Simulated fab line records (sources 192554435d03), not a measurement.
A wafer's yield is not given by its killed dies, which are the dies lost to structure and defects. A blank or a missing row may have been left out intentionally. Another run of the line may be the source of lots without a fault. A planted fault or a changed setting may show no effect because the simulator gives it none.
A struck lot beside a sound one	flow n5-finfet	15 steps out of a route of 1938
Sound: the wafers L884.1, L884.2, L884.3. Struck: wafer L895.4; the same lot's L895.5 was not struck, so it is left out; see the end for the cause.
Each step with rows lists, per side, the tool, then ch with its chambers, then its first start. Under that, the readings that differ: sound wafers	struck wafers	difference of the means	sigmas: that difference in standard deviations of wafers without a fault.
alike: words and numbers the same on both sides, and readings whose means are apart by under 2 such deviations; not compared: readings that were withheld, readings missing a value for some wafer, numbers with overlapping values and no deviation given by the record, and bounds like >300 which may hide the same value.
A row with sigmas, a row that says differs or no value, or rows on one side alone: a step with any of these is where the two part. When numbers do not overlap yet have no deviation, they are printed without sigmas and do not part them. A reading missing from all wafers of one side parts the sides only when that side holds two or more wafers.

N5_WELL_APT_OVL_MEAS_09:
  sound on overlay-01 ch 0, day 2 13:43; struck on overlay-02 ch 0, day 5 07:52
  alike: NWELL_OVL
N5_WELL_APT_INSPECT_10: inspects for defects (macro).
  struck on defect-inspect-02, day 5 07:53; sound on defect-inspect-02, day 2 13:44
reading	sound	struck	difference	sigmas
raw-defect-count	2 3 1	7	+5	+3
N5_WELL_APT_DESCUM_13: chemistry O2, time 7.9 s.
  sound on rie-diel-02 ch 0,2,3, day 2 13:47; struck on rie-diel-05 ch 2, day 5 07:55
reading	sound	struck	difference	sigmas
rf-hours-counter-h (h)	48 146 97	196	+99	
throttle-valve-pct (%)	20.43 20.31 20.55	20.74	+0.31	+3
  alike: bias-power-w, chamber-pressure-mTorr, drypump-motor-current-A, oes-product-au, rf-vpp-V, showerhead-plenum-p-Torr
then, 9 steps without rows for these wafers: N5_WELL_APT_IMPLANT_14; N5_WELL_APT_IMPLANT_15; N5_WELL_APT_STRIP_16 (strips in SPM, time 900 s); N5_WELL_APT_HMDS_18 (time 60 s); N5_WELL_APT_COAT_19 (resist thk 950 nm); N5_WELL_APT_EBR_21; N5_WELL_APT_SOFTBAKE_20 (time 60 s); N5_WELL_APT_EXPOSE_22 (exposes mask PWELL, defocus 0 nm, target cd 200 nm); N5_WELL_APT_PEB_23 (peb time 90 s).
N5_WELL_APT_DEVELOP_24: develop time 45 s.
  sound on litho-track-04 ch 0, day 2 14:51; struck on litho-track-04 ch 0, day 5 08:58
reading	sound	struck	difference	sigmas
model.WELL_APT.cd-nm (nm)	201.5 201.4 200.9	200.8	-0.5	
  alike: developer-temp-C
then, 1 step without rows for these wafers: N5_WELL_APT_HARDBAKE_29 (time 120 s).
-- record jumps: 12 days separate the struck wafers' starts on either side; left off in module WELL_APT, taken up again in module BEOL_M4, whose first shown step is the route's number 1111 --
N5_BEOL_M4_RC_MEAS_101:
  sound on prober-01 ch 0, day 10 21:55; struck on prober-01 ch 0, day 17 07:47
  alike: DIBL_N, DIBL_P, IOFF_N, IOFF_P, ION_N, ION_P, SS_N, SS_P, VT_N, VT_P

## WHERE THEY PART
At N5_WELL_APT_INSPECT_10 first; at N5_WELL_APT_DESCUM_13 last (within this record only). Later steps at which nothing parts them and some readings are alike: N5_WELL_APT_DEVELOP_24, N5_BEOL_M4_RC_MEAS_101.

WHY: what had been put in by the simulator
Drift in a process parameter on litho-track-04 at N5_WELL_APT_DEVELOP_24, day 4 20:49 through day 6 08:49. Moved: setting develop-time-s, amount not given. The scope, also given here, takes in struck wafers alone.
